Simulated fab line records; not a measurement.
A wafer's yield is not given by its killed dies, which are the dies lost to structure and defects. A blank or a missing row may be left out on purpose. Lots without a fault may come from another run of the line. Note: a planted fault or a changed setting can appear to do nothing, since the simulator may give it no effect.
fab line records / flow nand-harc / part 2 of 2: steps 19 to 27 of 27
[record] lots = 5 wafers = 15 last-day = 23
route steps=1159 shown A_CONTACT@858
lots that met no fault: taken from a fault-free run of the same line
start-h: hours from the record's first day to the start of the lot's first wafer shown / wait-h: hours from the lot's prior step to this one / " same as the row above / L1.1+2: several wafers, shown together as one row / - value missing, or start not given / * or withheld: withheld / < > ~ a bound
route shown NAME@n: names a module that has steps shown in the file, with the first one's number in the route / usual: mean and standard deviation over wafers with no fault / same: alike in all rows / chamber/n: place in a boat / sites: readings site by site / _std_site: their standard deviation / _edge_site: outer sites' mean less inner sites' / radius-mm: how far each site lies from the wafer's centre / mask NAME#n: copy n / behind: the last tool/chamber to shape the wafer / hold: cause of the lot's hold/its duration in hours/its outcome / device: the n, p or np transistor that did not switch / end of line: the route-end tests of the same wafers / for a step that has no rows: nothing shown but its recipe / killed: the dies lost at the first sort to structure and to defects; this is not the yield of the wafer / map: a wafer's dies, marking killed ones x, the rest . and places with no die _
set.NAME: the setting the step ran with; set.NAME@STEP: the setting that earlier step ran with / model.NAME: the simulator's own value behind a step, which no gauge read
lots at selected steps of the route; one table per step, one row per wafer
services: the hour from which a tool's chamber was out of use, counted from the record's first day as start-h (under 0 if before that day), plus the number of hours and why
[[steps]]
[step NHARC_A_CONTACT_ETCH_96]
[recipe] target-depth-a = 200 over-etch-frac = 0.5 time-s = 10 ion-energy-ev = 250 c4f6-flow-sccm = 25 o2-flow-sccm = 20 ar-flow-sccm = 500 rf-w = 600 bias-w = 500 chemistry = C4F6/O2
[usual] drypump-motor-current-A = 5.8/0.37 oes-product-au = 0.976/0.027 rf-vpp-V = 546.4/2.8 showerhead-plenum-p-Torr = 3.90/0.13 throttle-valve-pct = 26.904/0.0092
[same] time-s = 10
lot.wafer=L080.2 tool=rie-diel-03 chamber=1 start-h=- wait-h=- drypump-motor-current-A=5.7 oes-product-au=1.000 rf-hours-counter-h=2 rf-vpp-V=544.9 showerhead-plenum-p-Torr=3.73 throttle-valve-pct=26.901
lot.wafer=L080.1 tool=rie-diel-03 chamber=2 start-h=- wait-h=- drypump-motor-current-A=5.6 oes-product-au=1.012 rf-hours-counter-h=2 rf-vpp-V=551.1 showerhead-plenum-p-Torr=4.15 throttle-valve-pct=26.893
lot.wafer=L080.3 tool=rie-diel-03 chamber=3 start-h=- wait-h=- drypump-motor-current-A=5.8 oes-product-au=0.993 rf-hours-counter-h=0 rf-vpp-V=546.5 showerhead-plenum-p-Torr=3.95 throttle-valve-pct=26.910
lot.wafer=L083.2 tool=rie-diel-03 chamber=0 start-h=- wait-h=- drypump-motor-current-A=6.4 oes-product-au=0.943 rf-hours-counter-h=5 rf-vpp-V=544.6 showerhead-plenum-p-Torr=3.84 throttle-valve-pct=26.905
lot.wafer=L083.3 tool=rie-diel-03 chamber=1 start-h=- wait-h=- drypump-motor-current-A=5.7 oes-product-au=0.944 rf-hours-counter-h=5 rf-vpp-V=542.1 showerhead-plenum-p-Torr=3.73 throttle-valve-pct=26.893
lot.wafer=L083.6 tool=rie-diel-03 chamber=3 start-h=- wait-h=- drypump-motor-current-A=5.8 oes-product-au=0.949 rf-hours-counter-h=- rf-vpp-V=548.4 showerhead-plenum-p-Torr=3.94 throttle-valve-pct=26.914
lot.wafer=L086.1 tool=rie-diel-06 chamber=1 start-h=- wait-h=- drypump-motor-current-A=5.8 oes-product-au=1.018 rf-hours-counter-h=10 rf-vpp-V=545.0 showerhead-plenum-p-Torr=3.87 throttle-valve-pct=26.917
lot.wafer=L086.5 tool=rie-diel-06 chamber=1 start-h=- wait-h=- drypump-motor-current-A=5.8 oes-product-au=1.017 rf-hours-counter-h=- rf-vpp-V=547.5 showerhead-plenum-p-Torr=3.87 throttle-valve-pct=26.899
lot.wafer=L086.6 tool=rie-diel-06 chamber=2 start-h=- wait-h=- drypump-motor-current-A=5.5 oes-product-au=0.998 rf-hours-counter-h=- rf-vpp-V=544.9 showerhead-plenum-p-Torr=3.79 throttle-valve-pct=26.927
lot.wafer=L089.3 tool=rie-diel-03 chamber=0 start-h=- wait-h=- drypump-motor-current-A=6.5 oes-product-au=0.950 rf-hours-counter-h=10 rf-vpp-V=544.2 showerhead-plenum-p-Torr=3.84 throttle-valve-pct=26.903
lot.wafer=L089.2 tool=rie-diel-03 chamber=1 start-h=- wait-h=- drypump-motor-current-A=5.6 oes-product-au=0.953 rf-hours-counter-h=12 rf-vpp-V=543.0 showerhead-plenum-p-Torr=3.73 throttle-valve-pct=26.913
lot.wafer=L089.5 tool=rie-diel-03 chamber=3 start-h=- wait-h=- drypump-motor-current-A=5.8 oes-product-au=0.932 rf-hours-counter-h=- rf-vpp-V=545.9 showerhead-plenum-p-Torr=3.94 throttle-valve-pct=26.903
lot.wafer=L092.4 tool=rie-diel-06 chamber=2 start-h=- wait-h=- drypump-motor-current-A=5.4 oes-product-au=1.016 rf-hours-counter-h=21 rf-vpp-V=545.0 showerhead-plenum-p-Torr=3.78 throttle-valve-pct=26.903
lot.wafer=L092.1 tool=rie-diel-06 chamber=0 start-h=- wait-h=- drypump-motor-current-A=6.2 oes-product-au=1.000 rf-hours-counter-h=20 rf-vpp-V=547.1 showerhead-plenum-p-Torr=3.95 throttle-valve-pct=26.917
lot.wafer=L092.3 tool=rie-diel-06 chamber=1 start-h=- wait-h=- drypump-motor-current-A=5.7 oes-product-au=1.010 rf-hours-counter-h=20 rf-vpp-V=545.6 showerhead-plenum-p-Torr=3.87 throttle-valve-pct=26.910
[step NHARC_A_CONTACT_CD_MEAS_53]
[usual] cd-nm = 189.7/0.82
lot.wafer=L080.1 tool=cd-sem-03 chamber=- start-h=409.43 wait-h=- cd-nm=189.6
lot.wafer=L080.2 tool=cd-sem-03 chamber=- start-h=409.43 wait-h=- cd-nm=189.1
lot.wafer=L080.3 tool=cd-sem-03 chamber=- start-h=409.43 wait-h=- cd-nm=188.8
lot.wafer=L083.2 tool=cd-sem-03 chamber=- start-h=430.42 wait-h=- cd-nm=190.5
lot.wafer=L083.3 tool=cd-sem-03 chamber=- start-h=430.42 wait-h=- cd-nm=188.9
lot.wafer=L083.6 tool=cd-sem-03 chamber=- start-h=430.42 wait-h=- cd-nm=188.9
lot.wafer=L086.1 tool=cd-sem-01 chamber=- start-h=450.30 wait-h=- cd-nm=190.5
lot.wafer=L086.5 tool=cd-sem-01 chamber=- start-h=450.30 wait-h=- cd-nm=190.7
lot.wafer=L086.6 tool=cd-sem-01 chamber=- start-h=450.30 wait-h=- cd-nm=191.3
lot.wafer=L089.2 tool=cd-sem-01 chamber=- start-h=472.06 wait-h=- cd-nm=190.0
lot.wafer=L089.3 tool=cd-sem-01 chamber=- start-h=472.06 wait-h=- cd-nm=190.8
lot.wafer=L089.5 tool=cd-sem-01 chamber=- start-h=472.06 wait-h=- cd-nm=189.1
lot.wafer=L092.1 tool=cd-sem-01 chamber=- start-h=478.88 wait-h=- cd-nm=190.0
lot.wafer=L092.3 tool=cd-sem-01 chamber=- start-h=478.88 wait-h=- cd-nm=190.1
lot.wafer=L092.4 tool=cd-sem-01 chamber=- start-h=478.88 wait-h=- cd-nm=189.9
[step NHARC_A_CONTACT_STRIP_99]
[recipe] n2-flow-sccm = 150 h2-flow-sccm = 150 ar-flow-sccm = 0 bias-w = 0 chemistry = N2/H2
lot.wafer=L080.2+1+3 tool=rie-diel-10 chamber=1,3,0 start-h=409.51 wait-h=0.1
lot.wafer=L083.3+2+6 tool=rie-diel-03 chamber=2,3,0 start-h=430.51 wait-h=0.1
lot.wafer=L086.1+5+6 tool=rie-diel-03 chamber=3,3,0 start-h=450.38 wait-h=0.1
lot.wafer=L089.3+2+5 tool=rie-diel-03 chamber=0,2,3 start-h=472.14 wait-h=0.1
lot.wafer=L092.1+4+3 tool=rie-diel-06 chamber=2,3,0 start-h=478.96 wait-h=0.1
[step NHARC_A_CONTACT_STRIP_100]
[recipe] cf4-flow-sccm = 100 chf3-flow-sccm = 30 ar-flow-sccm = 0 bias-w = 0 chemistry = CF4/CHF3
lot.wafer=L080.3+2+1 tool=rie-diel-10 chamber=1,3,0 start-h=409.62 wait-h=0.1
lot.wafer=L083.3+2+6 tool=rie-diel-03 chamber=1,3,1 start-h=430.59 wait-h=0.1
lot.wafer=L086.1+6+5 tool=rie-diel-03 chamber=2,1,2 start-h=450.47 wait-h=0.1
lot.wafer=L089.2+3+5 tool=rie-diel-03 chamber=3,2,3 start-h=472.28 wait-h=0.1
lot.wafer=L092.4+3+1 tool=rie-diel-06 chamber=1,2,0 start-h=479.05 wait-h=0.1
[step NHARC_A_CONTACT_STRIP_101]
[recipe] o2-flow-sccm = 400 cos-flow-sccm = 20 ar-flow-sccm = 0 bias-w = 0 chemistry = O2/COS
lot.wafer=L080.1+3+2 tool=rie-diel-10 chamber=1,3,0 start-h=409.69 wait-h=0.1
lot.wafer=L083.3+2+6 tool=rie-diel-03 chamber=1,3,1 start-h=430.65 wait-h=0.1
lot.wafer=L086.1+6+5 tool=rie-diel-03 chamber=3,0,1 start-h=450.54 wait-h=0.1
lot.wafer=L089.3+2+5 tool=rie-diel-03 chamber=0,2,0 start-h=472.35 wait-h=0.1
lot.wafer=L092.4+1+3 tool=rie-diel-06 chamber=2,3,0 start-h=479.11 wait-h=0.1
[step NHARC_A_CONTACT_ETCH_102]
[recipe] target-depth-a = 700 overetch-a = 70 time-s = 38.5 ion-energy-ev = 100 cf4-flow-sccm = 80 o2-flow-sccm = 20 ar-flow-sccm = 0 rf-w = 300 bias-w = 100 chemistry = CF4/O2
[usual] drypump-motor-current-A = 5.8/0.43 oes-product-au = 1.003/0.0094 rf-vpp-V = 197.8/1.2 showerhead-plenum-p-Torr = 1.33/0.045 throttle-valve-pct = 13.396/0.009
[same] time-s = 38.5
lot.wafer=L080.1 tool=rie-diel-10 chamber=1 start-h=409.75 wait-h=0.1 drypump-motor-current-A=6.7 oes-product-au=0.999 rf-hours-counter-h=11 rf-vpp-V=196.3 showerhead-plenum-p-Torr=1.29 throttle-valve-pct=13.394
lot.wafer=L080.2 tool=rie-diel-10 chamber=3 start-h=409.75 wait-h=0.1 drypump-motor-current-A=5.2 oes-product-au=0.991 rf-hours-counter-h=14 rf-vpp-V=197.8 showerhead-plenum-p-Torr=1.27 throttle-valve-pct=13.403
lot.wafer=L080.3 tool=rie-diel-10 chamber=0 start-h=409.75 wait-h=0.1 drypump-motor-current-A=5.4 oes-product-au=1.025 rf-hours-counter-h=16 rf-vpp-V=197.8 showerhead-plenum-p-Torr=1.37 throttle-valve-pct=13.392
lot.wafer=L083.2 tool=rie-diel-03 chamber=1 start-h=430.75 wait-h=0.1 drypump-motor-current-A=5.7 oes-product-au=1.012 rf-hours-counter-h=5 rf-vpp-V=196.0 showerhead-plenum-p-Torr=1.27 throttle-valve-pct=13.410
lot.wafer=L083.3 tool=rie-diel-03 chamber=3 start-h=430.75 wait-h=0.1 drypump-motor-current-A=5.7 oes-product-au=0.996 rf-hours-counter-h=3 rf-vpp-V=198.3 showerhead-plenum-p-Torr=1.34 throttle-valve-pct=13.386
lot.wafer=L083.6 tool=rie-diel-03 chamber=1 start-h=430.75 wait-h=0.1 drypump-motor-current-A=5.6 oes-product-au=0.999 rf-hours-counter-h=- rf-vpp-V=196.2 showerhead-plenum-p-Torr=1.27 throttle-valve-pct=13.387
lot.wafer=L086.1 tool=rie-diel-03 chamber=0 start-h=450.59 wait-h=0.0 drypump-motor-current-A=6.5 oes-product-au=0.994 rf-hours-counter-h=7 rf-vpp-V=197.4 showerhead-plenum-p-Torr=1.31 throttle-valve-pct=13.407
lot.wafer=L086.5 tool=rie-diel-03 chamber=0 start-h=450.59 wait-h=0.0 drypump-motor-current-A=6.5 oes-product-au=0.997 rf-hours-counter-h=- rf-vpp-V=196.3 showerhead-plenum-p-Torr=1.31 throttle-valve-pct=13.395
lot.wafer=L086.6 tool=rie-diel-03 chamber=1 start-h=450.59 wait-h=0.0 drypump-motor-current-A=5.7 oes-product-au=1.005 rf-hours-counter-h=- rf-vpp-V=194.4 showerhead-plenum-p-Torr=1.26 throttle-valve-pct=13.414
lot.wafer=L089.2 tool=rie-diel-03 chamber=0 start-h=472.42 wait-h=0.1 drypump-motor-current-A=6.5 oes-product-au=0.992 rf-hours-counter-h=10 rf-vpp-V=195.7 showerhead-plenum-p-Torr=1.31 throttle-valve-pct=13.409
lot.wafer=L089.3 tool=rie-diel-03 chamber=1 start-h=472.42 wait-h=0.1 drypump-motor-current-A=5.6 oes-product-au=1.000 rf-hours-counter-h=12 rf-vpp-V=197.4 showerhead-plenum-p-Torr=1.26 throttle-valve-pct=13.383
lot.wafer=L089.5 tool=rie-diel-03 chamber=3 start-h=472.42 wait-h=0.1 drypump-motor-current-A=5.7 oes-product-au=0.993 rf-hours-counter-h=- rf-vpp-V=197.7 showerhead-plenum-p-Torr=1.34 throttle-valve-pct=13.412
lot.wafer=L092.3 tool=rie-diel-06 chamber=0 start-h=479.17 wait-h=0.0 drypump-motor-current-A=6.2 oes-product-au=1.002 rf-hours-counter-h=20 rf-vpp-V=199.0 showerhead-plenum-p-Torr=1.35 throttle-valve-pct=13.412
lot.wafer=L092.1 tool=rie-diel-06 chamber=1 start-h=479.17 wait-h=0.0 drypump-motor-current-A=5.7 oes-product-au=1.010 rf-hours-counter-h=20 rf-vpp-V=196.0 showerhead-plenum-p-Torr=1.32 throttle-valve-pct=13.387
lot.wafer=L092.4 tool=rie-diel-06 chamber=2 start-h=479.17 wait-h=0.0 drypump-motor-current-A=5.4 oes-product-au=1.009 rf-hours-counter-h=21 rf-vpp-V=198.1 showerhead-plenum-p-Torr=1.28 throttle-valve-pct=13.401
[step NHARC_A_CONTACT_STRIP_55]
[recipe] o2-flow-sccm = 500 ar-flow-sccm = 0 bias-w = 0 chemistry = O2
[usual] drypump-motor-current-A = 5.8/0.42 oes-product-au = 1.003/0.01 rf-vpp-V = 57.8/0.96 showerhead-plenum-p-Torr = 3.51/0.11 throttle-valve-pct = 17.036/0.0098
lot.wafer=L080.3 tool=rie-diel-10 chamber=1 start-h=- wait-h=- drypump-motor-current-A=6.7 oes-product-au=1.001 rf-hours-counter-h=11 rf-vpp-V=58.6 showerhead-plenum-p-Torr=3.41 throttle-valve-pct=17.043
lot.wafer=L080.2 tool=rie-diel-10 chamber=3 start-h=- wait-h=- drypump-motor-current-A=5.2 oes-product-au=0.990 rf-hours-counter-h=14 rf-vpp-V=57.2 showerhead-plenum-p-Torr=3.37 throttle-valve-pct=17.040
lot.wafer=L080.1 tool=rie-diel-10 chamber=0 start-h=- wait-h=- drypump-motor-current-A=5.5 oes-product-au=1.012 rf-hours-counter-h=16 rf-vpp-V=57.5 showerhead-plenum-p-Torr=3.61 throttle-valve-pct=17.040
lot.wafer=L083.2 tool=rie-diel-03 chamber=3 start-h=- wait-h=- drypump-motor-current-A=5.8 oes-product-au=1.008 rf-hours-counter-h=3 rf-vpp-V=58.8 showerhead-plenum-p-Torr=3.55 throttle-valve-pct=17.026
lot.wafer=L083.3 tool=rie-diel-03 chamber=2 start-h=- wait-h=- drypump-motor-current-A=5.6 oes-product-au=0.998 rf-hours-counter-h=5 rf-vpp-V=59.3 showerhead-plenum-p-Torr=3.74 throttle-valve-pct=17.046
lot.wafer=L083.6 tool=rie-diel-03 chamber=0 start-h=- wait-h=- drypump-motor-current-A=6.4 oes-product-au=1.004 rf-hours-counter-h=- rf-vpp-V=59.1 showerhead-plenum-p-Torr=3.45 throttle-valve-pct=17.047
lot.wafer=L086.1 tool=rie-diel-03 chamber=2 start-h=- wait-h=- drypump-motor-current-A=5.6 oes-product-au=1.006 rf-hours-counter-h=9 rf-vpp-V=58.5 showerhead-plenum-p-Torr=3.74 throttle-valve-pct=17.043
lot.wafer=L086.6 tool=rie-diel-03 chamber=2 start-h=- wait-h=- drypump-motor-current-A=5.6 oes-product-au=1.010 rf-hours-counter-h=- rf-vpp-V=59.3 showerhead-plenum-p-Torr=3.74 throttle-valve-pct=17.026
lot.wafer=L086.5 tool=rie-diel-03 chamber=3 start-h=- wait-h=- drypump-motor-current-A=5.8 oes-product-au=1.003 rf-hours-counter-h=- rf-vpp-V=58.0 showerhead-plenum-p-Torr=3.54 throttle-valve-pct=17.042
lot.wafer=L089.2 tool=rie-diel-03 chamber=1 start-h=- wait-h=- drypump-motor-current-A=5.7 oes-product-au=1.002 rf-hours-counter-h=12 rf-vpp-V=55.5 showerhead-plenum-p-Torr=3.35 throttle-valve-pct=17.033
lot.wafer=L089.3 tool=rie-diel-03 chamber=0 start-h=- wait-h=- drypump-motor-current-A=6.4 oes-product-au=0.997 rf-hours-counter-h=10 rf-vpp-V=58.8 showerhead-plenum-p-Torr=3.45 throttle-valve-pct=17.046
lot.wafer=L089.5 tool=rie-diel-03 chamber=2 start-h=- wait-h=- drypump-motor-current-A=5.6 oes-product-au=1.007 rf-hours-counter-h=- rf-vpp-V=57.9 showerhead-plenum-p-Torr=3.73 throttle-valve-pct=17.032
lot.wafer=L092.3 tool=rie-diel-06 chamber=3 start-h=- wait-h=- drypump-motor-current-A=6.2 oes-product-au=0.998 rf-hours-counter-h=20 rf-vpp-V=58.5 showerhead-plenum-p-Torr=3.56 throttle-valve-pct=17.026
lot.wafer=L092.4 tool=rie-diel-06 chamber=0 start-h=- wait-h=- drypump-motor-current-A=6.2 oes-product-au=1.005 rf-hours-counter-h=20 rf-vpp-V=58.0 showerhead-plenum-p-Torr=3.56 throttle-valve-pct=17.033
lot.wafer=L092.1 tool=rie-diel-06 chamber=1 start-h=- wait-h=- drypump-motor-current-A=5.7 oes-product-au=1.016 rf-hours-counter-h=20 rf-vpp-V=56.8 showerhead-plenum-p-Torr=3.48 throttle-valve-pct=17.041
[step NHARC_A_CONTACT_STRIP_56]
[recipe] time-s = 600 temp-c = 30 chemistry = post-etch-residue-remover
[same] time-s = 600
lot.wafer=L080.2+3+1 tool=wet-bench-03 chamber=7,3,4 start-h=410.21 wait-h=-
lot.wafer=L083.2+6+3 tool=wet-bench-09 chamber=4,5,7 start-h=431.15 wait-h=-
lot.wafer=L086.6+1+5 tool=wet-bench-09 chamber=4,7,1 start-h=450.99 wait-h=-
lot.wafer=L089.3+2+5 tool=wet-bench-05 chamber=4,7,0 start-h=472.80 wait-h=-
lot.wafer=L092.4+3+1 tool=wet-bench-09 chamber=0,2,4 start-h=479.56 wait-h=-
[step NHARC_A_CONTACT_DEP_57]
[recipe] target-thk-a = 28000 temp-c = 400 material = aC
[usual] throttle-valve-pct = 35.000/0.0091
lot.wafer=L080.1 tool=acl-dep-01 chamber=0 start-h=410.47 wait-h=- throttle-valve-pct=34.990
lot.wafer=L080.2 tool=acl-dep-01 chamber=0 start-h=410.47 wait-h=- throttle-valve-pct=34.997
lot.wafer=L080.3 tool=acl-dep-01 chamber=0 start-h=410.47 wait-h=- throttle-valve-pct=35.002
lot.wafer=L083.2 tool=acl-dep-03 chamber=0 start-h=432.90 wait-h=- throttle-valve-pct=34.994
lot.wafer=L083.3 tool=acl-dep-03 chamber=0 start-h=432.90 wait-h=- throttle-valve-pct=35.011
lot.wafer=L083.6 tool=acl-dep-03 chamber=0 start-h=432.90 wait-h=- throttle-valve-pct=34.972
lot.wafer=L086.1 tool=acl-dep-01 chamber=0 start-h=451.26 wait-h=- throttle-valve-pct=35.015
lot.wafer=L086.5 tool=acl-dep-01 chamber=0 start-h=452.41 wait-h=- throttle-valve-pct=35.014
lot.wafer=L086.6 tool=acl-dep-01 chamber=0 start-h=452.41 wait-h=- throttle-valve-pct=34.985
lot.wafer=L089.2 tool=acl-dep-03 chamber=0 start-h=474.40 wait-h=- throttle-valve-pct=34.993
lot.wafer=L089.3 tool=acl-dep-03 chamber=0 start-h=474.40 wait-h=- throttle-valve-pct=34.999
lot.wafer=L089.5 tool=acl-dep-03 chamber=0 start-h=474.40 wait-h=- throttle-valve-pct=35.003
lot.wafer=L092.1 tool=acl-dep-03 chamber=0 start-h=480.16 wait-h=- throttle-valve-pct=35.001
lot.wafer=L092.3 tool=acl-dep-03 chamber=0 start-h=480.16 wait-h=- throttle-valve-pct=35.002
lot.wafer=L092.4 tool=acl-dep-03 chamber=0 start-h=480.16 wait-h=- throttle-valve-pct=34.994
[[services]]
tool=rie-diel-03 chamber=- start-h=392.30 hours=9.0 kind=pm
tool=rie-diel-03 chamber=0 start-h=392.30 hours=9.0 kind=vent-cycle
tool=rie-diel-03 chamber=1 start-h=392.30 hours=9.0 kind=vent-cycle
tool=rie-diel-03 chamber=2 start-h=392.30 hours=9.0 kind=vent-cycle
tool=rie-diel-03 chamber=3 start-h=392.30 hours=9.0 kind=vent-cycle
tool=rie-diel-10 chamber=3 start-h=398.31 hours=5.8 kind=repair
tool=rie-diel-10 chamber=1 start-h=399.69 hours=8.5 kind=repair
tool=har-cap-etch-02 chamber=- start-h=401.11 hours=1.1 kind=repair
tool=rie-diel-03 chamber=0 start-h=401.30 hours=- kind=clean
tool=rie-diel-03 chamber=1 start-h=401.30 hours=- kind=clean
tool=rie-diel-03 chamber=1 start-h=401.30 hours=- kind=consumable-replace:focus-ring
tool=rie-diel-03 chamber=2 start-h=401.30 hours=- kind=clean
tool=rie-diel-03 chamber=3 start-h=401.30 hours=- kind=clean
tool=rie-diel-03 chamber=3 start-h=401.32 hours=3.5 kind=repair
tool=acl-dep-03 chamber=- start-h=405.21 hours=13.0 kind=pm
tool=rie-diel-06 chamber=- start-h=418.74 hours=9.0 kind=pm
tool=rie-diel-10 chamber=1 start-h=423.64 hours=45.3 kind=repair
tool=rie-diel-03 chamber=0 start-h=425.80 hours=- kind=clean
tool=rie-diel-03 chamber=0 start-h=431.07 hours=6.7 kind=repair
tool=rie-diel-10 chamber=0 start-h=436.05 hours=3.7 kind=repair
tool=wet-bench-03 chamber=- start-h=461.57 hours=9.5 kind=repair
tool=wet-bench-09 chamber=- start-h=464.80 hours=8.0 kind=pm
tool=har-cap-etch-02 chamber=- start-h=465.26 hours=1.0 kind=repair
tool=wet-bench-05 chamber=- start-h=468.06 hours=3.4 kind=repair
